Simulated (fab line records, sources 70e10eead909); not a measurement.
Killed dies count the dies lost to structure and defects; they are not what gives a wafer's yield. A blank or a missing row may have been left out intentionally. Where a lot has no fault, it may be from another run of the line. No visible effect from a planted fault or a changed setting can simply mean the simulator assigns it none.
Which tool did it? | flow nand harc | Sampling: 11 lots, 33 wafers, 7 of 1302 route steps

## WHAT THE GAUGES READ, wafer by wafer
NHARC_P_ZERO_WELL_CD_MEAS_24 targets a cd of 720 nm. Usual: 720.1 nm for cd nm, sd 1.8.
lot  | measured     | on        | cd nm (nm)        | flag
L364 | day 2 18:37  | cd sem-02 | 722.3 721.0 720.6 |
L365 | day 3 04:35  | cd sem-03 | 720.4 717.5 718.9 |
L366 | day 3 14:22  | cd sem-03 | 719.2 718.8 718.4 |
L367 | day 4 00:38  | cd sem-03 | 717.7 720.7 719.0 |
L368 | day 4 10:29  | cd sem-03 | 718.8 724.6 719.1 |
L369 | day 4 20:20  | cd sem-02 | 721.9 721.5 719.2 |
L376 | day 7 18:37  | cd sem-02 | 721.6 719.3 722.2 |
L377 | day 8 04:49  | cd sem-01 | 723.6 720.8 719.5 |
L383 | day 10 16:35 | cd sem-01 | 718.5 720.8 715.6 |
L384 | day 11 02:29 | cd sem-02 | 718.2 717.0 717.6 |
L385 | day 11 12:30 | cd sem-01 | 717.6 721.8 718.7 |

NHARC_P_GATE_CD_MEAS_46 targets a cd of 720 nm. Usual: 719.9 nm for cd nm, sd 2.
lot  | measured     | on        | cd nm (nm)        | flag
L364 | day 6 08:50  | cd sem-02 | 723.8 719.8 721.9 |
L365 | day 6 22:04  | cd sem-02 | 719.0 719.8 717.4 |
L366 | day 7 00:18  | cd sem-01 | 721.5 719.8 717.3 |
L367 | day 7 16:01  | cd sem-03 | 721.1 720.9 721.5 |
L368 | day 8 03:25  | cd sem-02 | - - -             | OFF
L369 | day 8 06:05  | cd sem-02 | - - -             | OFF
L376 | day 11 17:05 | cd sem-02 | 719.1 719.2 717.3 |
L377 | day 11 16:19 | cd sem-02 | 723.7 722.7 721.9 |
L383 | day 14 12:08 | cd sem-02 | 718.2 717.2 718.7 |
L384 | day 14 15:14 | cd sem-01 | 718.6 718.6 719.3 |
L385 | day 15 05:40 | cd sem-01 | 719.5 723.5 722.7 |

NHARC_P_GATE_INSPECT_68. Usual: 190 for raw defect count, sd 82.
lot  | measured     | on                | raw defect count | flag
L364 | day 6 15:07  | defect inspect-01 | 93 95 209        |
L365 | day 7 04:49  | defect inspect-01 | 345 247 202      |
L366 | day 7 07:09  | defect inspect-02 | 145 127 150      |
L367 | day 7 22:34  | defect inspect-02 | 116 188 154      |
L368 | day 8 10:16  | defect inspect-02 | 1289 1226 1262   | OFF
L369 | day 8 12:33  | defect inspect-02 | 1271 1217 1232   | OFF
L376 | day 12 00:01 | defect inspect-01 | 476 291 265      |
L377 | day 11 23:08 | defect inspect-02 | 143 164 159      |
L383 | day 14 21:41 | defect inspect-01 | 179 202 151      |
L384 | day 15 00:44 | defect inspect-01 | 364 175 257      |
L385 | day 15 12:11 | defect inspect-02 | 140 135 95       |

NHARC_END_SORT_01. Usual: killed at array 49, standard deviation 19; killed at other 0.9, standard deviation 1.1; killed at periphery 4.0, standard deviation 2.7; killed dies 54, standard deviation 19; killed open 3.3, standard deviation 1.8; killed short 2.6, standard deviation 1.6.
lot  | measured     | on        | killed at array | killed at other | killed at periphery | killed dies | killed open | killed short | flag
L368 | day 26 08:05 | prober-02 | 53 69 66        | 1 1 1           | 623 607 610         | 677 677 677 | 0 2 1       | 3 2 4        | OFF
L369 | day 26 07:14 | prober-01 | 86 65 85        | 0 1 0           | 591 611 592         | 677 677 677 | 4 1 2       | 4 3 5        | OFF

## WHAT TOOL EACH LOT RAN ON (gives the tool, then ch and the chambers of the sampled wafers, and finally the start)
lot  | NHARC_P_ZERO_WELL_ETCH_65          | NHARC_P_ZERO_WELL_DESCUM_54        | NHARC_P_GATE_EXPOSE_43
L364 | rie diel-08 ch 1,2,3, day 2 17:29  | rie diel-05 ch 1,2, day 2 22:02    | krf scanner-03 ch 0, day 6 08:41
L365 | rie diel-13 ch 1,2,3, day 3 03:29  | rie diel-08 ch 0,2,3, day 3 07:53  | krf scanner-03 ch 0, day 6 21:55
L366 | rie diel-13 ch 0,1,3, day 3 13:22  | rie diel-13 ch 1,3, day 3 17:44    | krf scanner-04 ch 0, day 7 00:08
L367 | rie diel-13 ch 2,3, day 3 23:32    | rie diel-05 ch 1,3, day 4 03:59    | krf scanner-01 ch 0, day 7 15:52
L368 | rie diel-13 ch 0,2,3, day 4 09:24  | rie diel-13 ch 0,1,3, day 4 13:51  | krf scanner-04, day 8 03:16
L369 | rie diel-08 ch 0,1,3, day 4 19:22  | rie diel-05 ch 0,1,3, day 4 23:31  | krf scanner-03, day 8 05:56
L376 | rie diel-05 ch 0,2, day 7 17:30    | rie diel-05 ch 1,2, day 7 22:05    | krf scanner-03 ch 0, day 11 16:56
L377 | rie diel-08 ch 0,2,3, day 8 03:43  | rie diel-05 ch 0,1,2, day 8 08:28  | krf scanner-03 ch 0, day 11 16:09
L383 | rie diel-13 ch 0,2, day 10 15:29   | rie diel-13 ch 0,1,3, day 10 19:56 | krf scanner-01 ch 0, day 14 11:59
L384 | rie diel-05 ch 0,1,2, day 11 01:30 | rie diel-05 ch 1,2, day 11 05:52   | krf scanner-01 ch 0, day 14 15:05
L385 | rie diel-05 ch 0,1,2, day 11 11:30 | rie diel-08 ch 0,2,3, day 11 16:32 | krf scanner-03 ch 0, day 15 05:31
- NHARC_P_ZERO_WELL_ETCH_65: etches the open film in N2/H2, target depth 80 nm, overetch 24 nm, time 87.88 s.
- NHARC_P_ZERO_WELL_DESCUM_54: chemistry O2, time 3 s.
- NHARC_P_GATE_EXPOSE_43: exposes mask P NSD, target cd 720 nm.

## AS READ BY THE TOOLS THEMSELVES (means over the sampled wafers that have a number; for cases with no such wafer, the mark the record gives instead)
NHARC_P_ZERO_WELL_ETCH_65. Usual: drypump motor current A 5.9 A, standard deviation 0.34; oes product au 1.004 a.u., standard deviation 0.01; rf vpp V 429 V, standard deviation 3.2; showerhead plenum p Torr 2.00 Torr, standard deviation 0.11; throttle valve pct 14.171 %, standard deviation 0.009.
lot  | tool        | drypump motor current A (A) | oes product au (a.u.) | rf vpp V (V) | showerhead plenum p Torr (Torr) | throttle valve pct (%) | flag
L364 | rie diel-08 | 5.8                         | 1.005                 | 428          | 1.97                            | 14.180                 |
L365 | rie diel-13 | 6.1                         | 1.008                 | 430          | 2.02                            | 14.172                 |
L366 | rie diel-13 | 6.0                         | 1.000                 | 430          | 2.03                            | 14.169                 |
L367 | rie diel-13 | 5.8                         | 1.012                 | 428          | 1.92                            | 14.168                 |
L368 | rie diel-13 | 5.7                         | 0.997                 | 427          | 1.92                            | 14.168                 |
L369 | rie diel-08 | 5.8                         | 1.000                 | 429          | 2.00                            | 14.169                 |
L376 | rie diel-05 | 5.7                         | 1.018                 | 428          | 1.94                            | 14.167                 |
L377 | rie diel-08 | 5.7                         | 1.010                 | 429          | 2.00                            | 14.174                 |
L383 | rie diel-13 | 5.7                         | 0.989                 | 433          | 2.12                            | 14.175                 |
L384 | rie diel-05 | 5.9                         | 0.997                 | 431          | 2.04                            | 14.182                 |
L385 | rie diel-05 | 5.8                         | 1.003                 | 430          | 2.04                            | 14.162                 |

NHARC_P_ZERO_WELL_DESCUM_54. Usual: drypump motor current A 5.9 A, standard deviation 0.32; oes product au 1.005 a.u., standard deviation 0.01; rf vpp V 57.6 V, standard deviation 0.9; showerhead plenum p Torr 1.86 Torr, standard deviation 0.087; throttle valve pct 11.313 %, standard deviation 0.0088.
lot  | tool        | drypump motor current A (A) | oes product au (a.u.) | rf vpp V (V) | showerhead plenum p Torr (Torr) | throttle valve pct (%) | flag
L364 | rie diel-05 | 6.0                         | 0.985                 | 56.3         | 1.83                            | 11.308                 |
L365 | rie diel-08 | 5.7                         | 1.008                 | 57.6         | 1.89                            | 11.307                 |
L366 | rie diel-13 | 6.4                         | 1.004                 | 58.6         | 1.99                            | 11.308                 |
L367 | rie diel-05 | 6.0                         | 1.019                 | 57.2         | 1.87                            | 11.318                 |
L368 | rie diel-13 | 6.0                         | 1.013                 | 58.4         | 1.91                            | 11.310                 |
L369 | rie diel-05 | 5.9                         | 1.006                 | 57.7         | 1.83                            | 11.314                 |
L376 | rie diel-05 | 6.0                         | 1.006                 | 57.5         | 1.82                            | 11.315                 |
L377 | rie diel-05 | 5.9                         | 1.016                 | 57.4         | 1.82                            | 11.313                 |
L383 | rie diel-13 | 6.0                         | 1.004                 | 57.8         | 1.89                            | 11.309                 |
L384 | rie diel-05 | 6.0                         | 0.998                 | 58.7         | 2.01                            | 11.316                 |
L385 | rie diel-08 | 5.7                         | 1.005                 | 57.9         | 1.87                            | 11.314                 |

NHARC_P_GATE_EXPOSE_43. Usual: exposure dose mJ cm2 14.812, standard deviation 0.015; focus offset nm -0.1 nm, standard deviation 0.53.
lot  | tool           | exposure dose mJ cm2 | focus offset nm (nm) | flag
L364 | krf scanner-03 | 14.805               | -0.9                 |
L365 | krf scanner-03 | 14.810               | 0.6                  |
L366 | krf scanner-04 | 14.802               | 0.0                  |
L367 | krf scanner-01 | 14.801               | 0.1                  |
L368 | krf scanner-04 | -                    | -                    | OFF
L369 | krf scanner-03 | -                    | -                    | OFF
L376 | krf scanner-03 | 14.804               | -0.4                 |
L377 | krf scanner-03 | 14.786               | -0.3                 |
L383 | krf scanner-01 | 14.813               | -0.3                 |
L384 | krf scanner-01 | 14.824               | -0.2                 |
L385 | krf scanner-03 | 14.800               | -0.4                 |

## THE ANSWER, worked out from the rows above alone
Rule: a lot is off if the mean of its wafers that have a number lies more than 3 standard deviations from the usual mean. Also off: a lot with no number at a reading for which 4 or more lots have one. Where the step has rows for the other lots, those lots are counted as sound. The gauges are gone through in route order, then the tools' own readings, and for those a lot's mean is taken as printed above. At the first step where some lot is off, the reading lying furthest off is the one used; lots without a number count as furthest.
Off: L368, L369 (NHARC_P_GATE_CD_MEAS_46, cd nm). Without a number there: L368, L369.
If a tool, at a process step before that reading, ran all the lots that are off and no sound lot after the first of them, it fits. Not tried: the gauges at NHARC_P_GATE_CD_MEAS_46; whatever is off there is also off at NHARC_P_GATE_INSPECT_68, on other tools, and gauge error can't account for it. Not one of the candidates tried fits.

## WHAT HAD BEEN PUT IN BY THE SIMULATOR
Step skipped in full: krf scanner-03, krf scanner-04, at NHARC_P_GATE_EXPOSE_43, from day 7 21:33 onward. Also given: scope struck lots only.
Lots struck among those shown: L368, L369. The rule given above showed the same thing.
